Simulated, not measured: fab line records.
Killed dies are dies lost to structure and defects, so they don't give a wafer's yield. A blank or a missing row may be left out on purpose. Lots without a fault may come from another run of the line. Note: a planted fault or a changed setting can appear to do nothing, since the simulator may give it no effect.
Comparing a struck lot with a sound one	flow nand-harc	23 steps out of a route of 1302
Sound: wafers L633.2, L633.3, L633.4. Struck: wafers L622.2, L622.5. The cause is named last.
Each step with rows lists, per side, the tool, then ch with its chambers, then its first start. Under that, the readings that differ: sound wafers	struck wafers	difference of the means	sigmas: that difference in standard deviations of wafers without a fault.
alike: words and numbers the same on both sides, and readings whose means are apart by under 2 such deviations; not compared: readings that were withheld, readings missing a value for some wafer, numbers with overlapping values and no deviation given by the record, and bounds like >300 which may hide the same value.
A row with sigmas, a row that says differs or no value, or rows on one side alone: a step with any of these is where the two part. Numbers that don't overlap but have no deviation are shown without sigmas and don't part them. A reading missing from all wafers of one side parts the sides only when that side holds two or more wafers.

first, 1 step without rows for these wafers: NHARC_P_STI_HARDBAKE_13 (time 65 s).
NHARC_P_STI_DESCUM_14: chemistry O2, time 3 s.
  sound on rie-diel-08 ch 1,2,3, day 11 05:17; struck on rie-diel-08 ch 1,3, day 6 14:22
  alike: drypump-motor-current-A, o2-flow-sccm, oes-product-au, rf-vpp-V, showerhead-plenum-p-Torr, throttle-valve-pct
  not compared: rf-hours-counter-h
NHARC_P_STI_ETCH_42: etches the open film in N2/H2, target depth 80 nm, overetch 24 nm, time 61 s.
  sound on rie-diel-08 ch 1,2, day 11 05:23; struck on rie-diel-08 ch 0,1, day 6 14:28
  alike: drypump-motor-current-A, oes-product-au, rf-vpp-V, showerhead-plenum-p-Torr, throttle-valve-pct
  not compared: rf-hours-counter-h
NHARC_P_STI_ETCH_31: etches the open film in CF4/CHF3, target depth 108.9 nm, time 54.5 s.
  sound on rie-diel-08 ch 1,3; struck on rie-diel-08 ch 0
  alike: drypump-motor-current-A, oes-product-au, rf-vpp-V, showerhead-plenum-p-Torr, throttle-valve-pct
  not compared: rf-hours-counter-h
NHARC_P_STI_ETCH_15: etches the open film in HBr/Cl2, target depth 300 nm, time 100.1 s.
  sound on rie-si-05 ch 0,1,3, day 11 05:37; struck on rie-si-06 ch 1,3, day 6 14:43
  alike: drypump-motor-current-A, hbr-flow-sccm, oes-product-au, throttle-valve-pct
  not compared: rf-hours-counter-h
NHARC_P_STI_CD_MEAS_16:
  sound: cd-sem-03 at day 11 05:46; struck: cd-sem-01 at day 6 14:49
  alike: cd-nm
NHARC_P_STI_OCD_MEAS_17:
  sound: ocd-01 at day 11 05:50; struck: ocd-01 at day 6 14:55
  alike: trench-depth-nm, trench-foot-cd-nm
then, 3 steps without rows for these wafers: NHARC_P_STI_STRIP_19 (strips in SPM, time 900 s); NHARC_P_STI_PRECLEAN_32 (cleans in SC1); NHARC_P_STI_SRD_23.
NHARC_P_STI_OCD_MEAS_43:
  sound: ocd-02 at day 11 06:21; struck: ocd-01 at day 6 15:26
  alike: trench-depth-nm, trench-foot-cd-nm
then, 1 step without rows for these wafers: NHARC_P_STI_OXIDE_33 (material SiO2, target thk 10 nm, ox time 281 s).
NHARC_P_STI_HDPCVD_20: deposits SiO2.
  sound on hdpcvd-01 ch 0,1, day 11 15:10; struck on hdpcvd-01 ch 1, day 7 00:47
then, 1 step without rows for these wafers: NHARC_P_STI_ANNEAL_34 (time 1800 s).
NHARC_P_STI_CMP_21: polishes, t overpolish 20 s, target thk 380.67 nm.
  sound on cmp-03 ch 0,1,3, day 12 00:50; struck on cmp-03 ch 2, day 7 12:25
reading	sound	struck	difference	sigmas
motor-current-A (A)	13.8 13.1 11.1	10.7 10.6	-2.0	-2
  alike: overpolish-run-s
then, 7 steps without rows for these wafers: NHARC_P_STI_SRD_35; NHARC_P_STI_ETCH_36 (etches SiO2 in dHF, target depth 38.8 nm); NHARC_P_STI_STRIP_24 (strips Si3N4 in H3PO4); NHARC_P_STI_ETCH_37 (etches SiO2 in dHF, target depth 11 nm); NHARC_P_STI_PRECLEAN_38 (cleans in SC1); NHARC_P_STI_SRD_39; NHARC_P_STI_OXIDE_40 (material SiO2, target thk 10 nm, ox time 1362 s).
-- the record jumps here: 23 days lie between the struck wafers' starts before and after (it left off in module P_STI and takes up again in module END, whose first step shown is number 1302 of the route) --
NHARC_END_SORT_01:
  at this point the record logs the struck wafers (prober-01 ch 0, day 30 03:32) and has no rows for the sound ones

WHERE THEY PART
First at NHARC_P_STI_CMP_21; last, within this record, at NHARC_END_SORT_01.

WHY: whatever the simulator had introduced
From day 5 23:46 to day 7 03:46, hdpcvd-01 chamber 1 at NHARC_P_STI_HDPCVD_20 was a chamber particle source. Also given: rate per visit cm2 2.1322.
